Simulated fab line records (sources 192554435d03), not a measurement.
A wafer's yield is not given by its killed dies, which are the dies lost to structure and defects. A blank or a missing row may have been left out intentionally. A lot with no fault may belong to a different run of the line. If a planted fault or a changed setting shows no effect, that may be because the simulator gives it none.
Which of the tools did it? / flow n5Finfet / 24 lots with 72 wafers sampled at 5 steps, on a route of 1938 steps

## WHAT THE GAUGES SHOWED, per wafer
N5_BEOL_M2_INSPECT_13: inspects for defects (brightfield). Usual: 391 for rawDefectCount, sd 80.
lot=L074; measured=day 6 10:34; on=defectInspect-01; rawDefectCount=477 388 350; flag=
lot=L075; measured=day 7 03:51; on=defectInspect-01; rawDefectCount=281 330 394; flag=
lot=L076; measured=day 7 08:13; on=defectInspect-02; rawDefectCount=313 340 465; flag=
lot=L077; measured=day 7 10:47; on=defectInspect-02; rawDefectCount=430 312 328; flag=
lot=L078; measured=day 7 16:38; on=defectInspect-01; rawDefectCount=323 405 394; flag=
lot=L079; measured=day 7 20:27; on=defectInspect-02; rawDefectCount=360 307 341; flag=
lot=L080; measured=day 8 07:50; on=defectInspect-02; rawDefectCount=394 353 333; flag=
lot=L082; measured=day 8 11:24; on=defectInspect-02; rawDefectCount=520 497 468; flag=
lot=L081; measured=day 8 13:48; on=defectInspect-02; rawDefectCount=361 425 486; flag=
lot=L083; measured=day 8 15:20; on=defectInspect-02; rawDefectCount=350 438 357; flag=
lot=L084; measured=day 9 02:32; on=defectInspect-01; rawDefectCount=429 280 404; flag=
lot=L085; measured=day 9 09:05; on=defectInspect-01; rawDefectCount=431 495 483; flag=
lot=L086; measured=day 9 19:29; on=defectInspect-01; rawDefectCount=323 291 255; flag=
lot=L087; measured=day 9 19:55; on=defectInspect-01; rawDefectCount=442 477 308; flag=
lot=L088; measured=day 10 05:07; on=defectInspect-01; rawDefectCount=384 433 505; flag=
lot=L089; measured=day 10 08:16; on=defectInspect-01; rawDefectCount=362 274 261; flag=
lot=L090; measured=day 10 14:01; on=defectInspect-02; rawDefectCount=304 280 316; flag=
lot=L091; measured=day 10 18:25; on=defectInspect-01; rawDefectCount=388 351 277; flag=
lot=L092; measured=day 11 05:49; on=defectInspect-01; rawDefectCount=394 328 417; flag=
lot=L094; measured=day 11 08:02; on=defectInspect-01; rawDefectCount=586 514 634; flag=
lot=L093; measured=day 11 09:05; on=defectInspect-01; rawDefectCount=436 257 284; flag=
lot=L095; measured=day 11 14:31; on=defectInspect-01; rawDefectCount=350 376 463; flag=
lot=L096; measured=day 12 00:08; on=defectInspect-01; rawDefectCount=359 281 267; flag=
lot=L097; measured=day 12 14:17; on=defectInspect-02; rawDefectCount=551 440 350; flag=

## WHAT TOOL EACH LOT RAN ON (gives the tool, then ch and the chambers of the sampled wafers, and finally the start)
lot=L074; N5_BEOL_M1_ETCH_70=rieDiel-03 ch 0,1, day 6 05:28; N5_BEOL_M1_ETCH_41=rieDiel-03 ch 0,1, day 6 07:19 or earlier; N5_BEOL_M1_ANNEAL_82=pvdSputter-03, day 6 07:19; N5_BEOL_M1_ANNEAL_93=pvdSputter-03, day 6 08:12
lot=L075; N5_BEOL_M1_ETCH_70=rieDiel-02 ch 0,1, day 6 22:01; N5_BEOL_M1_ETCH_41=rieDiel-02 ch 0,1, day 6 23:49 or earlier; N5_BEOL_M1_ANNEAL_82=pvdSputter-03, day 6 23:49; N5_BEOL_M1_ANNEAL_93=pvdSputter-03, day 7 00:42
lot=L076; N5_BEOL_M1_ETCH_70=rieDiel-06 ch 1,2, day 7 02:18; N5_BEOL_M1_ETCH_41=rieDiel-06 ch 1,2, day 7 04:40 or earlier; N5_BEOL_M1_ANNEAL_82=pvdSputter-01, day 7 04:40; N5_BEOL_M1_ANNEAL_93=pvdSputter-01, day 7 05:32
lot=L077; N5_BEOL_M1_ETCH_70=rieDiel-03 ch 1,3, day 7 03:27; N5_BEOL_M1_ETCH_41=rieDiel-03 ch 1,3, day 7 05:45 or earlier; N5_BEOL_M1_ANNEAL_82=pvdSputter-03, day 7 05:45; N5_BEOL_M1_ANNEAL_93=pvdSputter-03, day 7 06:38
lot=L078; N5_BEOL_M1_ETCH_70=rieDiel-06 ch 0,2,3, day 7 09:56; N5_BEOL_M1_ETCH_41=rieDiel-06 ch 0,2,3, day 7 12:02 or earlier; N5_BEOL_M1_ANNEAL_82=pvdSputter-02, day 7 12:02; N5_BEOL_M1_ANNEAL_93=pvdSputter-02, day 7 12:55
lot=L079; N5_BEOL_M1_ETCH_70=rieDiel-06 ch 1,3, day 7 12:41; N5_BEOL_M1_ETCH_41=rieDiel-06 ch 1,3, day 7 14:43 or earlier; N5_BEOL_M1_ANNEAL_82=pvdSputter-03, day 7 14:43; N5_BEOL_M1_ANNEAL_93=pvdSputter-03, day 7 15:35
lot=L080; N5_BEOL_M1_ETCH_70=rieDiel-06 ch 0,1,2, day 8 00:28; N5_BEOL_M1_ETCH_41=rieDiel-06 ch 0,1,2, day 8 03:11 or earlier; N5_BEOL_M1_ANNEAL_82=pvdSputter-02, day 8 03:11; N5_BEOL_M1_ANNEAL_93=pvdSputter-02, day 8 04:04
lot=L082; N5_BEOL_M1_ETCH_70=rieDiel-03 ch 2,3, day 8 03:53; N5_BEOL_M1_ETCH_41=rieDiel-03 ch 2,3, day 8 07:25 or earlier; N5_BEOL_M1_ANNEAL_82=pvdSputter-02, day 8 07:25; N5_BEOL_M1_ANNEAL_93=pvdSputter-02, day 8 08:17
lot=L081; N5_BEOL_M1_ETCH_70=rieDiel-06 ch 0,1,3, day 8 06:50; N5_BEOL_M1_ETCH_41=rieDiel-06 ch 0,1,3, day 8 08:53 or earlier; N5_BEOL_M1_ANNEAL_82=pvdSputter-03, day 8 08:53; N5_BEOL_M1_ANNEAL_93=pvdSputter-03, day 8 09:46
lot=L083; N5_BEOL_M1_ETCH_70=rieDiel-03 ch 0,1,3, day 8 09:38; N5_BEOL_M1_ETCH_41=rieDiel-03 ch 0,1,3, day 8 11:43 or earlier; N5_BEOL_M1_ANNEAL_82=pvdSputter-02, day 8 11:43; N5_BEOL_M1_ANNEAL_93=pvdSputter-02, day 8 12:36
lot=L084; N5_BEOL_M1_ETCH_70=rieDiel-03 ch 0,2, day 8 19:19; N5_BEOL_M1_ETCH_41=rieDiel-03 ch 0,2, day 8 21:28 or earlier; N5_BEOL_M1_ANNEAL_82=pvdSputter-03, day 8 21:28; N5_BEOL_M1_ANNEAL_93=pvdSputter-03, day 8 22:21
lot=L085; N5_BEOL_M1_ETCH_70=rieDiel-02 ch 1,2,3, day 9 02:01; N5_BEOL_M1_ETCH_41=rieDiel-02 ch 1,2,3, day 9 04:39 or earlier; N5_BEOL_M1_ANNEAL_82=pvdSputter-02, day 9 04:39; N5_BEOL_M1_ANNEAL_93=pvdSputter-02, day 9 05:32
lot=L086; N5_BEOL_M1_ETCH_70=rieDiel-06 ch 0,1, day 9 11:42; N5_BEOL_M1_ETCH_41=rieDiel-06 ch 0,1, day 9 14:11 or earlier; N5_BEOL_M1_ANNEAL_82=pvdSputter-03, day 9 14:11; N5_BEOL_M1_ANNEAL_93=pvdSputter-03, day 9 15:04
lot=L087; N5_BEOL_M1_ETCH_70=rieDiel-02 ch 2,3, day 9 14:08; N5_BEOL_M1_ETCH_41=rieDiel-02 ch 2,3, day 9 16:01 or earlier; N5_BEOL_M1_ANNEAL_82=pvdSputter-02, day 9 16:01; N5_BEOL_M1_ANNEAL_93=pvdSputter-02, day 9 16:54
lot=L088; N5_BEOL_M1_ETCH_70=rieDiel-03 ch 0,3, day 9 21:22; N5_BEOL_M1_ETCH_41=rieDiel-03 ch 0,3, day 10 00:42 or earlier; N5_BEOL_M1_ANNEAL_82=pvdSputter-02, day 10 00:42; N5_BEOL_M1_ANNEAL_93=pvdSputter-02, day 10 01:35
lot=L089; N5_BEOL_M1_ETCH_70=rieDiel-03 ch 0,1,2, day 10 02:29; N5_BEOL_M1_ETCH_41=rieDiel-03 ch 0,1,2, day 10 04:53 or earlier; N5_BEOL_M1_ANNEAL_82=pvdSputter-01, day 10 04:53; N5_BEOL_M1_ANNEAL_93=pvdSputter-01, day 10 05:46
lot=L090; N5_BEOL_M1_ETCH_70=rieDiel-06 ch 0,1,2, day 10 07:01; N5_BEOL_M1_ETCH_41=rieDiel-06 ch 0,1,2, day 10 09:54 or earlier; N5_BEOL_M1_ANNEAL_82=pvdSputter-03, day 10 09:54; N5_BEOL_M1_ANNEAL_93=pvdSputter-03, day 10 10:47
lot=L091; N5_BEOL_M1_ETCH_70=rieDiel-02 ch 1,3, day 10 13:40; N5_BEOL_M1_ETCH_41=rieDiel-02 ch 1,3, day 10 15:23 or earlier; N5_BEOL_M1_ANNEAL_82=pvdSputter-01, day 10 15:23; N5_BEOL_M1_ANNEAL_93=pvdSputter-01, day 10 16:16
lot=L092; N5_BEOL_M1_ETCH_70=rieDiel-06 ch 2,3, day 10 22:28; N5_BEOL_M1_ETCH_41=rieDiel-06 ch 2,3, day 11 00:54 or earlier; N5_BEOL_M1_ANNEAL_82=pvdSputter-01, day 11 00:54; N5_BEOL_M1_ANNEAL_93=pvdSputter-01, day 11 01:47
lot=L094; N5_BEOL_M1_ETCH_70=rieDiel-02 ch 0,1,2, day 11 01:46; N5_BEOL_M1_ETCH_41=rieDiel-02 ch 0,1,2, day 11 03:43 or earlier; N5_BEOL_M1_ANNEAL_82=pvdSputter-03, day 11 03:43; N5_BEOL_M1_ANNEAL_93=pvdSputter-03, day 11 04:35
lot=L093; N5_BEOL_M1_ETCH_70=rieDiel-06 ch 3, day 11 01:55; N5_BEOL_M1_ETCH_41=rieDiel-06 ch 3, day 11 05:32 or earlier; N5_BEOL_M1_ANNEAL_82=pvdSputter-01, day 11 05:32; N5_BEOL_M1_ANNEAL_93=pvdSputter-01, day 11 06:25
lot=L095; N5_BEOL_M1_ETCH_70=rieDiel-02 ch 0,1,3, day 11 07:18; N5_BEOL_M1_ETCH_41=rieDiel-02 ch 0,1,3, day 11 09:32 or earlier; N5_BEOL_M1_ANNEAL_82=pvdSputter-03, day 11 09:32; N5_BEOL_M1_ANNEAL_93=pvdSputter-03, day 11 10:25
lot=L096; N5_BEOL_M1_ETCH_70=rieDiel-02 ch 0,2,3, day 11 17:06; N5_BEOL_M1_ETCH_41=rieDiel-02 ch 0,2,3, day 11 20:47 or earlier; N5_BEOL_M1_ANNEAL_82=pvdSputter-01, day 11 20:47; N5_BEOL_M1_ANNEAL_93=pvdSputter-01, day 11 21:40
lot=L097; N5_BEOL_M1_ETCH_70=rieDiel-02 ch 2,3, day 12 07:49; N5_BEOL_M1_ETCH_41=rieDiel-02 ch 2,3, day 12 09:49 or earlier; N5_BEOL_M1_ANNEAL_82=pvdSputter-03, day 12 09:49; N5_BEOL_M1_ANNEAL_93=pvdSputter-03, day 12 10:41
- N5_BEOL_M1_ETCH_70: etches SOC in N2/H2, target depth 80 nm, overetch 16 nm, time 120 s.
- N5_BEOL_M1_ETCH_41: etches SiCN in CH3F/O2, target depth 31.9 nm, time 57.8 s.
- N5_BEOL_M1_ANNEAL_82: time 240 s.
- N5_BEOL_M1_ANNEAL_93: time 240 s.

## AS READ BY THE TOOLS THEMSELVES (means over the sampled wafers that have a number; for cases with no such wafer, the mark the record gives instead)
N5_BEOL_M1_ETCH_70. Usual: drypumpMotorCurrentA 5.9 A, standard deviation 0.42; oesProductAu 0.62 a.u., standard deviation 0.062; rfVppV 525.0 V, standard deviation 2.7; showerheadPlenumPTorr 2.58 Torr, standard deviation 0.092; throttleValvePct 17.77 %, standard deviation 0.27.
lot=L074; tool=rieDiel-03; drypumpMotorCurrentA (A)=6.2; oesProductAu (a.u.)=0.63; rfVppV (V)=525.9; showerheadPlenumPTorr (Torr)=2.61; throttleValvePct (%)=17.98; flag=
lot=L075; tool=rieDiel-02; drypumpMotorCurrentA (A)=6.2; oesProductAu (a.u.)=0.60; rfVppV (V)=527.2; showerheadPlenumPTorr (Torr)=2.67; throttleValvePct (%)=17.45; flag=
lot=L076; tool=rieDiel-06; drypumpMotorCurrentA (A)=5.9; oesProductAu (a.u.)=0.71; rfVppV (V)=525.7; showerheadPlenumPTorr (Torr)=2.59; throttleValvePct (%)=17.50; flag=
lot=L077; tool=rieDiel-03; drypumpMotorCurrentA (A)=5.5; oesProductAu (a.u.)=0.54; rfVppV (V)=525.0; showerheadPlenumPTorr (Torr)=2.56; throttleValvePct (%)=18.14; flag=
lot=L078; tool=rieDiel-06; drypumpMotorCurrentA (A)=5.7; oesProductAu (a.u.)=0.61; rfVppV (V)=525.2; showerheadPlenumPTorr (Torr)=2.59; throttleValvePct (%)=17.78; flag=
lot=L079; tool=rieDiel-06; drypumpMotorCurrentA (A)=6.1; oesProductAu (a.u.)=0.69; rfVppV (V)=525.9; showerheadPlenumPTorr (Torr)=2.62; throttleValvePct (%)=17.49; flag=
lot=L080; tool=rieDiel-06; drypumpMotorCurrentA (A)=5.8; oesProductAu (a.u.)=0.63; rfVppV (V)=524.0; showerheadPlenumPTorr (Torr)=2.56; throttleValvePct (%)=17.70; flag=
lot=L082; tool=rieDiel-03; drypumpMotorCurrentA (A)=5.3; oesProductAu (a.u.)=0.54; rfVppV (V)=522.0; showerheadPlenumPTorr (Torr)=2.49; throttleValvePct (%)=18.12; flag=
lot=L081; tool=rieDiel-06; drypumpMotorCurrentA (A)=6.0; oesProductAu (a.u.)=0.62; rfVppV (V)=525.8; showerheadPlenumPTorr (Torr)=2.59; throttleValvePct (%)=17.68; flag=
lot=L083; tool=rieDiel-03; drypumpMotorCurrentA (A)=6.0; oesProductAu (a.u.)=0.59; rfVppV (V)=524.5; showerheadPlenumPTorr (Torr)=2.55; throttleValvePct (%)=18.01; flag=
lot=L084; tool=rieDiel-03; drypumpMotorCurrentA (A)=5.8; oesProductAu (a.u.)=0.62; rfVppV (V)=521.2; showerheadPlenumPTorr (Torr)=2.46; throttleValvePct (%)=17.95; flag=
lot=L085; tool=rieDiel-02; drypumpMotorCurrentA (A)=6.0; oesProductAu (a.u.)=0.62; rfVppV (V)=525.4; showerheadPlenumPTorr (Torr)=2.59; throttleValvePct (%)=17.75; flag=
lot=L086; tool=rieDiel-06; drypumpMotorCurrentA (A)=6.1; oesProductAu (a.u.)=0.57; rfVppV (V)=523.5; showerheadPlenumPTorr (Torr)=2.53; throttleValvePct (%)=17.81; flag=
lot=L087; tool=rieDiel-02; drypumpMotorCurrentA (A)=6.0; oesProductAu (a.u.)=0.61; rfVppV (V)=523.3; showerheadPlenumPTorr (Torr)=2.52; throttleValvePct (%)=18.01; flag=
lot=L088; tool=rieDiel-03; drypumpMotorCurrentA (A)=5.7; oesProductAu (a.u.)=0.70; rfVppV (V)=522.9; showerheadPlenumPTorr (Torr)=2.50; throttleValvePct (%)=17.72; flag=
lot=L089; tool=rieDiel-03; drypumpMotorCurrentA (A)=6.0; oesProductAu (a.u.)=0.60; rfVppV (V)=522.3; showerheadPlenumPTorr (Torr)=2.53; throttleValvePct (%)=18.00; flag=
lot=L090; tool=rieDiel-06; drypumpMotorCurrentA (A)=5.8; oesProductAu (a.u.)=0.62; rfVppV (V)=524.2; showerheadPlenumPTorr (Torr)=2.55; throttleValvePct (%)=17.73; flag=
lot=L091; tool=rieDiel-02; drypumpMotorCurrentA (A)=6.0; oesProductAu (a.u.)=0.60; rfVppV (V)=528.1; showerheadPlenumPTorr (Torr)=2.67; throttleValvePct (%)=17.54; flag=
lot=L092; tool=rieDiel-06; drypumpMotorCurrentA (A)=5.4; oesProductAu (a.u.)=0.65; rfVppV (V)=526.3; showerheadPlenumPTorr (Torr)=2.60; throttleValvePct (%)=17.73; flag=
lot=L094; tool=rieDiel-02; drypumpMotorCurrentA (A)=6.1; oesProductAu (a.u.)=0.58; rfVppV (V)=525.9; showerheadPlenumPTorr (Torr)=2.58; throttleValvePct (%)=17.75; flag=
lot=L093; tool=rieDiel-06; drypumpMotorCurrentA (A)=5.9; oesProductAu (a.u.)=0.62; rfVppV (V)=527.6; showerheadPlenumPTorr (Torr)=2.67; throttleValvePct (%)=17.68; flag=
lot=L095; tool=rieDiel-02; drypumpMotorCurrentA (A)=6.0; oesProductAu (a.u.)=0.62; rfVppV (V)=527.9; showerheadPlenumPTorr (Torr)=2.67; throttleValvePct (%)=17.53; flag=
lot=L096; tool=rieDiel-02; drypumpMotorCurrentA (A)=5.9; oesProductAu (a.u.)=0.62; rfVppV (V)=525.1; showerheadPlenumPTorr (Torr)=2.59; throttleValvePct (%)=17.78; flag=
lot=L097; tool=rieDiel-02; drypumpMotorCurrentA (A)=5.8; oesProductAu (a.u.)=0.63; rfVppV (V)=524.9; showerheadPlenumPTorr (Torr)=2.60; throttleValvePct (%)=17.83; flag=

N5_BEOL_M1_ETCH_41. Usual: drypumpMotorCurrentA 5.9 A, standard deviation 0.42; oesProductAu 0.81 a.u., standard deviation 0.087; rfVppV 298.0 V, standard deviation 1.6; showerheadPlenumPTorr 2.03 Torr, standard deviation 0.073; throttleValvePct 16.26 %, standard deviation 0.25.
lot=L074; tool=rieDiel-03; drypumpMotorCurrentA (A)=6.2; oesProductAu (a.u.)=0.83; rfVppV (V)=298.4; showerheadPlenumPTorr (Torr)=2.05; throttleValvePct (%)=16.38; flag=
lot=L075; tool=rieDiel-02; drypumpMotorCurrentA (A)=6.1; oesProductAu (a.u.)=0.79; rfVppV (V)=299.6; showerheadPlenumPTorr (Torr)=2.10; throttleValvePct (%)=15.99; flag=
lot=L076; tool=rieDiel-06; drypumpMotorCurrentA (A)=5.8; oesProductAu (a.u.)=0.92; rfVppV (V)=298.1; showerheadPlenumPTorr (Torr)=2.05; throttleValvePct (%)=16.06; flag=
lot=L077; tool=rieDiel-03; drypumpMotorCurrentA (A)=5.5; oesProductAu (a.u.)=0.70; rfVppV (V)=297.4; showerheadPlenumPTorr (Torr)=2.02; throttleValvePct (%)=16.66; flag=
lot=L078; tool=rieDiel-06; drypumpMotorCurrentA (A)=5.7; oesProductAu (a.u.)=0.80; rfVppV (V)=297.5; showerheadPlenumPTorr (Torr)=2.04; throttleValvePct (%)=16.25; flag=
lot=L079; tool=rieDiel-06; drypumpMotorCurrentA (A)=6.0; oesProductAu (a.u.)=0.90; rfVppV (V)=298.8; showerheadPlenumPTorr (Torr)=2.07; throttleValvePct (%)=15.99; flag=
lot=L080; tool=rieDiel-06; drypumpMotorCurrentA (A)=5.8; oesProductAu (a.u.)=0.83; rfVppV (V)=297.9; showerheadPlenumPTorr (Torr)=2.02; throttleValvePct (%)=16.24; flag=
lot=L082; tool=rieDiel-03; drypumpMotorCurrentA (A)=5.4; oesProductAu (a.u.)=0.70; rfVppV (V)=296.7; showerheadPlenumPTorr (Torr)=1.95; throttleValvePct (%)=16.62; flag=
lot=L081; tool=rieDiel-06; drypumpMotorCurrentA (A)=6.0; oesProductAu (a.u.)=0.81; rfVppV (V)=298.8; showerheadPlenumPTorr (Torr)=2.04; throttleValvePct (%)=16.18; flag=
lot=L083; tool=rieDiel-03; drypumpMotorCurrentA (A)=6.0; oesProductAu (a.u.)=0.77; rfVppV (V)=297.5; showerheadPlenumPTorr (Torr)=2.00; throttleValvePct (%)=16.49; flag=
lot=L084; tool=rieDiel-03; drypumpMotorCurrentA (A)=5.7; oesProductAu (a.u.)=0.79; rfVppV (V)=297.1; showerheadPlenumPTorr (Torr)=1.93; throttleValvePct (%)=16.32; flag=
lot=L085; tool=rieDiel-02; drypumpMotorCurrentA (A)=6.0; oesProductAu (a.u.)=0.81; rfVppV (V)=297.2; showerheadPlenumPTorr (Torr)=2.04; throttleValvePct (%)=16.30; flag=
lot=L086; tool=rieDiel-06; drypumpMotorCurrentA (A)=6.0; oesProductAu (a.u.)=0.74; rfVppV (V)=296.7; showerheadPlenumPTorr (Torr)=2.00; throttleValvePct (%)=16.35; flag=
lot=L087; tool=rieDiel-02; drypumpMotorCurrentA (A)=6.0; oesProductAu (a.u.)=0.81; rfVppV (V)=296.7; showerheadPlenumPTorr (Torr)=1.99; throttleValvePct (%)=16.52; flag=
lot=L088; tool=rieDiel-03; drypumpMotorCurrentA (A)=5.7; oesProductAu (a.u.)=0.93; rfVppV (V)=296.9; showerheadPlenumPTorr (Torr)=1.97; throttleValvePct (%)=16.25; flag=
lot=L089; tool=rieDiel-03; drypumpMotorCurrentA (A)=5.9; oesProductAu (a.u.)=0.78; rfVppV (V)=295.9; showerheadPlenumPTorr (Torr)=1.98; throttleValvePct (%)=16.39; flag=
lot=L090; tool=rieDiel-06; drypumpMotorCurrentA (A)=5.8; oesProductAu (a.u.)=0.81; rfVppV (V)=297.2; showerheadPlenumPTorr (Torr)=2.02; throttleValvePct (%)=16.28; flag=
lot=L091; tool=rieDiel-02; drypumpMotorCurrentA (A)=6.0; oesProductAu (a.u.)=0.79; rfVppV (V)=298.9; showerheadPlenumPTorr (Torr)=2.10; throttleValvePct (%)=16.09; flag=
lot=L092; tool=rieDiel-06; drypumpMotorCurrentA (A)=5.4; oesProductAu (a.u.)=0.83; rfVppV (V)=298.7; showerheadPlenumPTorr (Torr)=2.05; throttleValvePct (%)=16.20; flag=
lot=L094; tool=rieDiel-02; drypumpMotorCurrentA (A)=6.1; oesProductAu (a.u.)=0.76; rfVppV (V)=297.8; showerheadPlenumPTorr (Torr)=2.03; throttleValvePct (%)=16.28; flag=
lot=L093; tool=rieDiel-06; drypumpMotorCurrentA (A)=5.9; oesProductAu (a.u.)=0.81; rfVppV (V)=299.8; showerheadPlenumPTorr (Torr)=2.10; throttleValvePct (%)=16.04; flag=
lot=L095; tool=rieDiel-02; drypumpMotorCurrentA (A)=5.9; oesProductAu (a.u.)=0.81; rfVppV (V)=299.0; showerheadPlenumPTorr (Torr)=2.10; throttleValvePct (%)=16.10; flag=
lot=L096; tool=rieDiel-02; drypumpMotorCurrentA (A)=5.9; oesProductAu (a.u.)=0.81; rfVppV (V)=298.7; showerheadPlenumPTorr (Torr)=2.04; throttleValvePct (%)=16.33; flag=
lot=L097; tool=rieDiel-02; drypumpMotorCurrentA (A)=5.8; oesProductAu (a.u.)=0.83; rfVppV (V)=298.2; showerheadPlenumPTorr (Torr)=2.05; throttleValvePct (%)=16.38; flag=

N5_BEOL_M1_ANNEAL_82. Usual: 807 W for heaterPowerW, sd 82.
lot=L074; tool=pvdSputter-03; heaterPowerW (W)=847; flag=
lot=L075; tool=pvdSputter-03; heaterPowerW (W)=809; flag=
lot=L076; tool=pvdSputter-01; heaterPowerW (W)=920; flag=
lot=L077; tool=pvdSputter-03; heaterPowerW (W)=802; flag=
lot=L078; tool=pvdSputter-02; heaterPowerW (W)=742; flag=
lot=L079; tool=pvdSputter-03; heaterPowerW (W)=838; flag=
lot=L080; tool=pvdSputter-02; heaterPowerW (W)=730; flag=
lot=L082; tool=pvdSputter-02; heaterPowerW (W)=734; flag=
lot=L081; tool=pvdSputter-03; heaterPowerW (W)=802; flag=
lot=L083; tool=pvdSputter-02; heaterPowerW (W)=750; flag=
lot=L084; tool=pvdSputter-03; heaterPowerW (W)=802; flag=
lot=L085; tool=pvdSputter-02; heaterPowerW (W)=726; flag=
lot=L086; tool=pvdSputter-03; heaterPowerW (W)=805; flag=
lot=L087; tool=pvdSputter-02; heaterPowerW (W)=781; flag=
lot=L088; tool=pvdSputter-02; heaterPowerW (W)=714; flag=
lot=L089; tool=pvdSputter-01; heaterPowerW (W)=860; flag=
lot=L090; tool=pvdSputter-03; heaterPowerW (W)=804; flag=
lot=L091; tool=pvdSputter-01; heaterPowerW (W)=851; flag=
lot=L092; tool=pvdSputter-01; heaterPowerW (W)=851; flag=
lot=L094; tool=pvdSputter-03; heaterPowerW (W)=800; flag=
lot=L093; tool=pvdSputter-01; heaterPowerW (W)=956; flag=
lot=L095; tool=pvdSputter-03; heaterPowerW (W)=796; flag=
lot=L096; tool=pvdSputter-01; heaterPowerW (W)=925; flag=
lot=L097; tool=pvdSputter-03; heaterPowerW (W)=764; flag=

N5_BEOL_M1_ANNEAL_93. Usual: 810 W for heaterPowerW, sd 83.
lot=L074; tool=pvdSputter-03; heaterPowerW (W)=842; flag=
lot=L075; tool=pvdSputter-03; heaterPowerW (W)=810; flag=
lot=L076; tool=pvdSputter-01; heaterPowerW (W)=894; flag=
lot=L077; tool=pvdSputter-03; heaterPowerW (W)=801; flag=
lot=L078; tool=pvdSputter-02; heaterPowerW (W)=738; flag=
lot=L079; tool=pvdSputter-03; heaterPowerW (W)=838; flag=
lot=L080; tool=pvdSputter-02; heaterPowerW (W)=737; flag=
lot=L082; tool=pvdSputter-02; heaterPowerW (W)=724; flag=
lot=L081; tool=pvdSputter-03; heaterPowerW (W)=803; flag=
lot=L083; tool=pvdSputter-02; heaterPowerW (W)=736; flag=
lot=L084; tool=pvdSputter-03; heaterPowerW (W)=807; flag=
lot=L085; tool=pvdSputter-02; heaterPowerW (W)=728; flag=
lot=L086; tool=pvdSputter-03; heaterPowerW (W)=814; flag=
lot=L087; tool=pvdSputter-02; heaterPowerW (W)=796; flag=
lot=L088; tool=pvdSputter-02; heaterPowerW (W)=727; flag=
lot=L089; tool=pvdSputter-01; heaterPowerW (W)=870; flag=
lot=L090; tool=pvdSputter-03; heaterPowerW (W)=810; flag=
lot=L091; tool=pvdSputter-01; heaterPowerW (W)=855; flag=
lot=L092; tool=pvdSputter-01; heaterPowerW (W)=850; flag=
lot=L094; tool=pvdSputter-03; heaterPowerW (W)=810; flag=
lot=L093; tool=pvdSputter-01; heaterPowerW (W)=958; flag=
lot=L095; tool=pvdSputter-03; heaterPowerW (W)=811; flag=
lot=L096; tool=pvdSputter-01; heaterPowerW (W)=926; flag=
lot=L097; tool=pvdSputter-03; heaterPowerW (W)=774; flag=

## THE ANSWER, worked out from the rows above alone
Rule: take the mean of a lot's wafers that have a number; if it is more than 3 standard deviations from the usual mean, the lot is off. Also off: a lot with no number at a reading for which 4 or more lots have one. The other lots that the step has rows for count as sound. First the gauges in route order, then the tools' own readings, where a lot's mean is used as printed above. The first step at which some lot is off is used, and at that step the reading that is off furthest; a lot without a number counts as furthest.
No lot is off on any of the readings shown, so nothing can be concluded from this.

## WHAT WAS PUT IN BY THE SIMULATOR
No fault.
